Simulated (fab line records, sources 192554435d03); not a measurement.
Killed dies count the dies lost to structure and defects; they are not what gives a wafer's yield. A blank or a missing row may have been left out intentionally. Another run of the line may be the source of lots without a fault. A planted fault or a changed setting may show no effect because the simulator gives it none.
A struck lot beside a sound one / flow n5 finfet / 17 out of 1938 route steps
Sound: the wafers L758.3, L758.5, L758.6. Wafers L756.2, L756.3, L756.4 were the ones struck. The cause is given at the end.
Per side, at each step with rows, come the tool, then ch with its chambers, and then its first start. Under that, the readings that differ: sound wafers / struck wafers / difference of the means / sigmas: that difference in standard deviations of wafers without a fault.
alike: a reading whose means differ by less than 2 such deviations, as well as words and numbers matching on both sides. not compared: withheld readings; readings where some wafer has no value; bounds like >300 that might hide an equal value; numbers whose values overlap and for which the record gives no deviation.
The two part at a step that has a row with sigmas, a row that says differs or no value, or rows on one side only. When numbers do not overlap yet have no deviation, they are printed without sigmas and do not part them. A reading that every wafer of one side lacks parts them only if that side has two wafers or more.

first, 9 steps without rows for these wafers: N5_SD_EPI_N_COAT_33 (time 60 s, resist thk 35 nm); N5_SD_EPI_N_COAT_03 (resist thk 150 nm); N5_SD_EPI_N_EBR_05; N5_SD_EPI_N_SOFTBAKE_04 (time 60 s); N5_SD_EPI_N_EXPOSE_06 (exposes mask SD N BLK, target cd 120 nm); N5_SD_EPI_N_PEB_07 (peb time 60 s); N5_SD_EPI_N_DEVELOP_08 (develop time 30 s); N5_SD_EPI_N_DESCUM_14 (chemistry O2, time 7.9 s); N5_SD_EPI_N_ETCH_34 (etches SiARC in CF4, target depth 45.5 nm, time 75.8 s).
N5_SD_EPI_N_ETCH_35: etches SOC in N2/H2, overetch 108 nm, time 486 s.
  sound on rie diel-01 ch 0,1, day 7 19:28; struck on rie diel-01 ch 1,3, day 7 06:31
  no value came back on the struck wafers for any of 7 readings (bias w (W), chamber pressure mTorr (mTorr) and others); on the sound wafers bias w (W) reads 133.4 133.6 132.3
reading=model.CAR-ArF-block_of_SD_EPI_N_COAT_03.thk nm (nm); sound=0 0 0; struck=110.2 110.2 110.4; difference=+110.3; sigmas=
reading=model.SiARC_of_SD_EPI_N_COAT_33.thk nm (nm); sound=19.6 19.6 19.4; struck=35.2 35.2 35.2; difference=+15.7; sigmas=
  not compared: rf hours counter h
then, 1 step without rows for these wafers: N5_SD_EPI_N_STRIP_36 (strips in N2/H2).
N5_SD_EPI_N_ETCHBACK_44: etches SiNx in CH3F/O2, stops on SiO2, target depth 14.5 nm.
  sound on rie diel-01 ch 0,1, day 7 19:47; struck on rie diel-01 ch 1,3, day 7 06:50
reading=oes product au (a.u.); sound=0.79 0.78 0.82; struck=0.35 0.35 0.35; difference=-0.45; sigmas=-6
  alike: drypump motor current A, oes_ar_750_au, rf vpp V, showerhead plenum p Torr, throttle valve pct
  not compared: rf hours counter h
N5_SD_EPI_N_ETCH_45: etches SiOCN in CH3F/O2, target depth 6 nm.
  sound on rie diel-01 ch 0,1, day 7 19:53; struck on rie diel-01 ch 1,3, day 7 06:56
reading=model.SD_EPI_N.cd nm (nm); sound=120.2 120.6 121.4; struck=119 119.8 119.6; difference=-1; sigmas=
  alike: CH3F_flow_sccm, O2_flow_sccm, drypump motor current A, oes product au, rf vpp V, showerhead plenum p Torr, throttle valve pct
  not compared: rf hours counter h
N5_SD_EPI_N_ETCH_16: etches SiO2 in CHF3/O2, target depth 5 nm.
  sound on rie diel-01 ch 0,1, day 7 19:59; struck on rie diel-01 ch 1,3, day 7 07:02
reading=model.SiARC_of_SD_EPI_N_COAT_33.thk nm (nm); sound=12.2 12.2 11.8; struck=27.8 28 27.8; difference=+15.8; sigmas=
  alike: CHF3_flow_sccm, O2_flow_sccm, drypump motor current A, oes_ar_750_au, oes product au, rf vpp V, showerhead plenum p Torr, throttle valve pct
  not compared: rf hours counter h
then, 1 step without rows for these wafers: N5_SD_EPI_N_STRIP_47 (strips in CHF3/O2).
N5_BEOL_M4_RC_MEAS_101:
  the record has rows for the sound wafers here (prober-01 ch 0, day 12 16:44) and none for the struck ones
-- a jump in the record: the struck wafers' starts before and after are 10 days apart (it breaks off in module BEOL_M4 and resumes in module PASSIVATION, where the first step shown is number 1936 of the route) --
N5_PASSIVATION_PROBE_49:
  record: rows for the struck wafers here (prober-01, day 16 19:21), none for the sound ones

## WHERE THEY PART
Last at N5_PASSIVATION_PROBE_49 as far as this record goes, first at N5_SD_EPI_N_ETCH_35.

WHY: what had been put in by the simulator
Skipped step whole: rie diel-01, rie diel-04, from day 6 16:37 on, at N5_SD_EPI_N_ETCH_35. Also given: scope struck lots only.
